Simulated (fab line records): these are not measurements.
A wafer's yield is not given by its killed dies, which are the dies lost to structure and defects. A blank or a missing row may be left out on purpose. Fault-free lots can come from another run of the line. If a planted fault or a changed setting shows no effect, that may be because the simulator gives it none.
Struck lot and sound lot, side by side	flow n5 finfet	37 out of 1938 route steps
Sound: the wafers L376.5, L376.6. Wafers L363.1, L363.3, L363.5 were the ones struck. At the end, the cause is stated.
At each step with rows: each side's tool, then ch and its chambers, then its first start. Under that, the readings that differ: sound wafers	struck wafers	difference of the means	sigmas: that difference in standard deviations of wafers without a fault.
alike: readings whose means differ by less than 2 such deviations, and words and numbers that are the same on both sides. not compared: withheld readings, readings that some wafer has no value for, bounds like >300 that may hide the same value, and numbers for which the record gives no deviation and whose values overlap.
The two part at a step that has a row with sigmas, a row that says differs or no value, or rows on one side only. Numbers that have no deviation but don't overlap get no sigmas and don't part them. A reading missing from all wafers of one side parts the sides only when that side holds two or more wafers.

first, 9 steps without rows for these wafers: N5_PMOS_HMC_CHANNEL_EPI_EXPOSE_06 (exposes mask PMOS HMC BLK, target cd 240 nm); N5_PMOS_HMC_CHANNEL_EPI_PEB_07 (peb time 60 s); N5_PMOS_HMC_CHANNEL_EPI_DEVELOP_08 (develop time 30 s); N5_PMOS_HMC_CHANNEL_EPI_DESCUM_14 (chemistry O2, time 7.9 s); N5_PMOS_HMC_CHANNEL_EPI_ETCH_32 (etches BARC in N2/H2, stops on SiO2, target depth 85.8 nm, time 50.3 s); N5_PMOS_HMC_CHANNEL_EPI_HM_OPEN_15 (chemistry CHF3/O2, target SiO2, target depth 40.6 nm, time 20.3 s); N5_PMOS_HMC_CHANNEL_EPI_STRIP_33 (strips in N2/H2); N5_PMOS_HMC_CHANNEL_EPI_STRIP_17 (strips in SPM, time 750 s); N5_PMOS_HMC_CHANNEL_EPI_ETCH_38 (etches SiO2 in CF4, target depth 1.5 nm).
N5_PMOS_HMC_CHANNEL_EPI_FIN_RECESS_16: chemistry HBr/Cl2, target Si, target depth 54 nm, time 18 s.
  sound on rie si-03 ch 1,2, day 7 13:49; struck on rie si-03 ch 0,1,2, day 4 05:28
  no value came back on the struck wafers for any of 6 readings (HBr_flow_sccm (sccm), bias w (W) and others); on the sound wafers HBr_flow_sccm (sccm) reads 149.5 150.4
reading	sound	struck	difference	sigmas
model.SiO2_of_PMOS_HMC_CHANNEL_EPI_HM_DEP_34.thk nm (nm)	30.36 30.57	33.54 33.83 34.44	+3.47	
  not compared: rf hours counter h
then, 1 step without rows for these wafers: N5_PMOS_HMC_CHANNEL_EPI_PRECLEAN_36 (cleans in O3/DIW, time 45 s).
N5_PMOS_HMC_CHANNEL_EPI_PRECLEAN_18: cleans in DHF, time 30 s.
  sound on wet bench-06 ch 3,5, day 7 13:54; struck on wet bench-06 ch 1,2,3, day 4 05:34
reading	sound	struck	difference	sigmas
model.SiO2_of_PMOS_HMC_CHANNEL_EPI_HM_DEP_34.thk nm (nm)	24.83 25.05	27.94 28.24 28.82	+3.39	
  alike: temp c
then, 22 steps without rows for these wafers: N5_PMOS_HMC_CHANNEL_EPI_SRD_19 (time 30 s); N5_PMOS_HMC_CHANNEL_EPI_EPI_20 (deposits SiGe30, target thk 59 nm); N5_PMOS_HMC_CHANNEL_EPI_HM_STRIP_35 (strips SiO2 in dHF, material SiO2, target depth 39.6 nm, time 216 s); N5_PMOS_HMC_CHANNEL_EPI_SRD_39 (time 30 s); N5_PMOS_HMC_CHANNEL_EPI_CMP_21 (polishes SiGe30, target thk 54 nm); N5_PMOS_HMC_CHANNEL_EPI_PRECLEAN_40 (cleans in DHF, time 30 s); N5_PMOS_HMC_CHANNEL_EPI_PRECLEAN_37 (cleans in O3/DIW, time 45 s); N5_PMOS_HMC_CHANNEL_EPI_PRECLEAN_24 (cleans in DHF, time 30 s); N5_PMOS_HMC_CHANNEL_EPI_SRD_25 (time 30 s); N5_PMOS_HMC_CHANNEL_EPI_EPI_26 (deposits Si from SiH4/H2, target thk 3.8 nm, time 22.7 s); N5_FIN_SAQP_PRECLEAN_42 (cleans in O3/DIW, time 60 s); N5_FIN_SAQP_PRECLEAN_00 (cleans in SC1, time 60 s); N5_FIN_SAQP_PRECLEAN_44 (cleans in SC2, time 45 s); N5_FIN_SAQP_SRD_01 (time 30 s); N5_FIN_SAQP_ALD_61 (deposits SiO2, target thk 4 nm, pulse time 1 s, purge time 2 s); N5_FIN_SAQP_DENSIFY_62 (time 60 s); N5_FIN_SAQP_HM_DEP_03 (deposits SiNx from SiH4/NH3/N2, target thk 38 nm, time 33.6 s); N5_FIN_SAQP_PECVD_47 (deposits a-Si from SiH4/He, target thk 45 nm, time 36.3 s); N5_FIN_SAQP_PECVD_48 (deposits SiNx from SiH4/NH3/N2, target thk 25 nm, time 22.1 s); N5_FIN_SAQP_PECVD_06 (deposits a-Si from SiH4/He, target thk 60 nm, time 48.1 s); N5_FIN_SAQP_HM_DEP_72 (deposits SiO2 from SiH4/N2O, target thk 12 nm, time 7.2 s); N5_FIN_SAQP_COAT_49 (time 60 s, resist thk 100 nm).
N5_FIN_SAQP_OVL_MEAS_17:
  sound on overlay-01 ch 0, day 7 17:44; struck on overlay-01 ch 0, day 4 09:05
reading	sound	struck	difference	sigmas
FIN_CORE_OVL (nm)	0.3 -0.3	- - -	no value on the struck wafers	
-- a jump in the record: the struck wafers' starts before and after are 6 days apart (it breaks off in module FIN_SAQP and resumes in module BEOL_M4, where the first step shown is number 1111 of the route) --
N5_BEOL_M4_RC_MEAS_101:
  sound on prober-02 ch 0, day 15 00:31; struck on prober-02 ch 0, day 10 16:20
reading	sound	struck	difference	sigmas
CJ_P	5.41 5.79	6.48 6.39 6.36	+0.81	+5
DIBL_P (mV/V)	40.4 39.7	57.0 57.8 56.7	+17.1	+7
IOFF_P (nA/um)	0.33 0.31	0.00 0.00 0.00	-0.32	-8
IOFF_P_85C (nA/um)	5.3 5.0	0.1 0.1 0.1	-5.1	-8
IOFF_P_LIN (nA/um)	0.139 0.132	0.001 0.001 0.001	-0.135	-9
IOFF_P_LONG (nA/um)	0.000109 0.000111	2.9e-05 2.7e-05 2.7e-05	-8.2e-05	-10
ION_P (uA/um)	472 468	119 118 119	-351	-46
REXT_P (ohm.um)	102.3 101.2	78.2 79.0 78.7	-23.1	-9
SS_P (mV/dec)	74.7 74.9	76.9 77.2 76.1	+1.9	+3
VT_P (mV)	-243 -244	-409 -409 -409	-166	-49
VT_P_LONG (mV)	-274.4 -274.8	-495.9 -495.5 -487.4	-218.3	-75
VT_P_LVT (mV)	-92.4 -94.0	-268.5 -263.1 -266.2	-172.7	-62
  alike: DIBL_N, IOFF_N, ION_N, SS_N, VT_N
-- a jump in the record: the struck wafers' starts before and after are 4 days apart (it breaks off in module BEOL_M4 and resumes in module PASSIVATION, where the first step shown is number 1936 of the route) --
N5_PASSIVATION_PROBE_49:
  sound: prober-01 at day 19 18:31; struck: prober-01 at day 15 03:58
reading	sound	struck	difference	sigmas
sort_bin_8_speed (%)	0 0	91.86 89.75 94.92	+92.18	+99 or more
sort n pass	1094 1078	0 0 0	-1086	-57
sort yield pct (%)	92.7 91.4	0 0 0	-92	-58
  alike: defect limited yield, killed_at_M0_to_M3, killed_at_M4_up, killed at contacts, killed at front end, killed at other, killed dies, killed open, killed short, sort_bin_5_function, sort_bin_6_memory

## WHERE THEY PART
At N5_PMOS_HMC_CHANNEL_EPI_FIN_RECESS_16 first; at N5_PASSIVATION_PROBE_49 last (within this record only).

WHY: the cause the simulator had injected
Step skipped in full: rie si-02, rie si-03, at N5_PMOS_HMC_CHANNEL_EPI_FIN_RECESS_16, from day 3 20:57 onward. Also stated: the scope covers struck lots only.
